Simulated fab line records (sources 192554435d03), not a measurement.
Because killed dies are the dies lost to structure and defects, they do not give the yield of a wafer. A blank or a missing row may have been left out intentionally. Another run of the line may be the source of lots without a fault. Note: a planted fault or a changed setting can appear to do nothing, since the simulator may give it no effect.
Matching of chambers    flow n5Finfet    rieDiel-03 running N5_GATE_CUT_STRIP_41: 3 sister chambers
The step strips in CF4. 6 wafers are shown with their chamber, then 6 later ones without.

## WAFERS WITH THEIR CHAMBER
wafer   chamber  drypumpMotorCurrentA (A)  showerheadPlenumPTorr (Torr)
L078.5  0        5.59                      1.78
L085.6  3        5.70                      1.78
L092.1  0        5.57                      1.78
L092.3  3        5.70                      1.77
L092.5  1        5.21                      1.66
L095.2  1        5.21                      1.66

## WAFERS WITHOUT THEIR CHAMBER
wafer   drypumpMotorCurrentA (A)  showerheadPlenumPTorr (Torr)
L095.5  5.70                      1.77
L095.6  5.53                      1.78
L096.2  5.70                      1.77
L096.3  5.21                      1.66
L097.2  5.59                      1.78
L097.6  5.60                      1.78

## WHICH CHAMBER EACH ONE RAN IN
wafer   from the rows above  in truth
L095.5  3                    3
L095.6  0                    0
L096.2  3                    3
L096.3  1                    1
L097.2  0                    0
L097.6  0                    0
Placed correctly: 6 of 6. Left unplaced by these rows: 0. Wrongly placed: 0.
How it was worked out, from the rows above alone: a wafer's distance from a chamber is the root of the sum, over the readings, of the square of ((its reading less the chamber's mean) divided by the reading's scatter). If the next closest chamber is less than 2 further off than the closest, the wafer can't be placed; otherwise it belongs to the closest. For every chamber, the mean is computed from those of its wafers that are shown. How the scatter is found: for the shown wafers, subtract from each reading the mean of its chamber, square and add these, divide the total by (wafers less chambers), then take the root.
